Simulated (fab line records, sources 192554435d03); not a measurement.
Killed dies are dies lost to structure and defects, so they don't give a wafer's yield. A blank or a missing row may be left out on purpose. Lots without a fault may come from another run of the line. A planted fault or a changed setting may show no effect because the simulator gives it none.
Split-lot experiment | flow n5_finfet | 7 lots, 39 wafers read, on a route of 1938 steps

THE SPLIT
At N5_SDB_CUT_ETCH_26 (etches Si in HBr/Cl2/O2, target depth 129.6 nm, bt time 20 s, time 51.8 s), the setting target_depth_a was moved away from the recipe's 1296 angstrom on 15 of the 39 wafers read, by -49.6% to +36.4%. The other wafers ran this setting at the recipe's value.

The file shows no step between the split and the reading.

THE READING
SiNx_of_SDB_HM_DEP_00.thk_nm (the simulator's own value, which no gauge read), in nm, at N5_SDB_PRECLEAN_38 (cleans in dHF, time 10 s). The file gives no usual value for it. The 24 wafers here that ran the recipe average 22.0 nm, standard deviation 0.39 nm.

wafer  | tool, chamber at the split | target_depth_a as run, angstrom | against the recipe | SiNx_of_SDB_HM_DEP_00.thk_nm, nm | against lot-mates on the recipe
L074.1 | rie_si-03, 2               | 944.9                           | -27.1%             | 26.2                             | +4.1
L074.2 | rie_si-03, 0               | 1296                            | recipe             | 21.6                             | -
L074.3 | rie_si-03, 1               | 944.9                           | -27.1%             | 25.6                             | +3.5
L074.4 | rie_si-03, 3               | 944.9                           | -27.1%             | 26.4                             | +4.3
L074.5 | rie_si-03, 2               | 1296                            | recipe             | 22.2                             | -
L074.6 | rie_si-03, 1               | 1296                            | recipe             | 22.4                             | -
L080.1 | rie_si-01, 1               | 653.5                           | -49.6%             | 29.2                             | +7.3
L080.2 | rie_si-01, 2               | 653.5                           | -49.6%             | 29                               | +7.1
L080.3 | rie_si-01, 3               | 653.5                           | -49.6%             | 29.8                             | +7.9
L080.4 | rie_si-01, 0               | 1296                            | recipe             | 21.6                             | -
L080.5 | rie_si-01, 3               | 1296                            | recipe             | 22.2                             | -
L080.6 | rie_si-01, 2               | 1296                            | recipe             | 21.8                             | -
L085.2 | rie_si-03, 1               | 1296                            | recipe             | 21.2                             | -
L085.3 | rie_si-03, 2               | 1296                            | recipe             | 21                               | -
L085.4 | rie_si-03, 0               | 1296                            | recipe             | 22.2                             | -
L087.1 | rie_si-01, 3               | 1296                            | recipe             | 22.2                             | -
L087.2 | rie_si-01, 1               | 1296                            | recipe             | 21.8                             | -
L087.3 | rie_si-01, 2               | 1671                            | +28.9%             | 16.6                             | -5.4
L087.4 | rie_si-01, 0               | 1296                            | recipe             | 22                               | -
L087.5 | rie_si-01, 2               | 1671                            | +28.9%             | 17.6                             | -4.4
L087.6 | rie_si-01, 3               | 1671                            | +28.9%             | 18                               | -4.0
L090.1 | rie_si-03, 1               | 1296                            | recipe             | 22.2                             | -
L090.2 | rie_si-03, 0               | 684.9                           | -47.2%             | 29.6                             | +7.6
L090.3 | rie_si-03, 3               | 684.9                           | -47.2%             | 28.8                             | +6.8
L090.4 | rie_si-03, 2               | 684.9                           | -47.2%             | 29.4                             | +7.4
L090.5 | rie_si-03, 2               | 1296                            | recipe             | 22                               | -
L090.6 | rie_si-03, 3               | 1296                            | recipe             | 21.8                             | -
L095.1 | rie_si-01, 1               | 1296                            | recipe             | 21.8                             | -
L095.2 | rie_si-01, 3               | 1296                            | recipe             | 21.8                             | -
L095.3 | rie_si-01, 2               | 1296                            | recipe             | 21.8                             | -
L095.4 | rie_si-01, 0               | 1296                            | recipe             | 22.2                             | -
L095.5 | rie_si-01, 3               | 1296                            | recipe             | 22.6                             | -
L095.6 | rie_si-01, 0               | 1296                            | recipe             | 22                               | -
L096.1 | rie_si-04, 3               | 1768                            | +36.4%             | 15.8                             | -6.4
L096.3 | rie_si-04, 0               | 1768                            | +36.4%             | 15.8                             | -6.4
L096.2 | rie_si-04, 1               | 1296                            | recipe             | 22                               | -
L096.4 | rie_si-04, 2               | 1768                            | +36.4%             | 17                               | -5.2
L096.5 | rie_si-04, 3               | 1296                            | recipe             | 21.8                             | -
L096.6 | rie_si-04, 2               | 1296                            | recipe             | 22.8                             | -

THE FIT
A straight line over all 39 wafers: SiNx_of_SDB_HM_DEP_00.thk_nm changes by -0.154 nm for each +1% of target_depth_a; r = -0.99; the points scatter about the line by 0.43 nm.
The same after taking each lot's own level away (the mean of its wafers on the recipe; 39 wafers): -0.155 nm for each +1%; r = -0.99; scatter 0.41 nm.
On that fit, the largest move of target_depth_a shifts the reading by 7.7 nm.
The lots' own levels span 21.47 to 22.20 nm, that is 1.9 times the standard deviation above.
So the lot-to-lot level changes the slope little: the two slopes agree.
Check: with one of the wafers moved furthest among these (-49.6%) left out of the fit, the line predicts +7.67 nm for it against its lot-mates. It came out at +7.33 nm against them.

OTHER SPLITS ON THESE WAFERS
These wafers also went through other splits before the reading. Each is held against what the fit with the lots' levels taken away leaves over:
other split on the same wafers          | wafers away from the commonest value | r with SiNx_of_SDB_HM_DEP_00.thk_nm (lot level and that fit taken away)
N5_ZERO_LAYER_DEVELOP_10 develop_time_s | 18                                   | +0.16

THE WHOLE CHAIN: every reading that the file lists as answering this split, in the file's order
step               | what it does                                                              | reading                                                                       | change (the file's fit)               | r (the file's)
N5_SDB_CUT_ETCH_26 | etches Si in HBr/Cl2/O2, target depth 129.6 nm, bt time 20 s, time 51.8 s | etch.depth_nm (the simulator's own value, which no gauge read)                | +1.31 nm for each +1% of the setting  | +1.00
N5_SDB_CUT_ETCH_26 | etches Si in HBr/Cl2/O2, target depth 129.6 nm, bt time 20 s, time 51.8 s | SDB.feature_depth_nm (the simulator's own value, which no gauge read)         | +1.3 nm for each +1% of the setting   | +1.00
N5_SDB_CUT_ETCH_26 | etches Si in HBr/Cl2/O2, target depth 129.6 nm, bt time 20 s, time 51.8 s | SiNx_of_SDB_HM_DEP_00.thk_nm (the simulator's own value, which no gauge read) | -0.156 nm for each +1% of the setting | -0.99
N5_SDB_PRECLEAN_38 | cleans in dHF, time 10 s                                                  | SiNx_of_SDB_HM_DEP_00.thk_nm (the simulator's own value, which no gauge read) | -0.155 nm for each +1% of the setting | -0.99

THE FILE'S OWN FIT
SiNx_of_SDB_HM_DEP_00.thk_nm changes by -0.155 nm for each +1% of target_depth_a, r = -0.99.
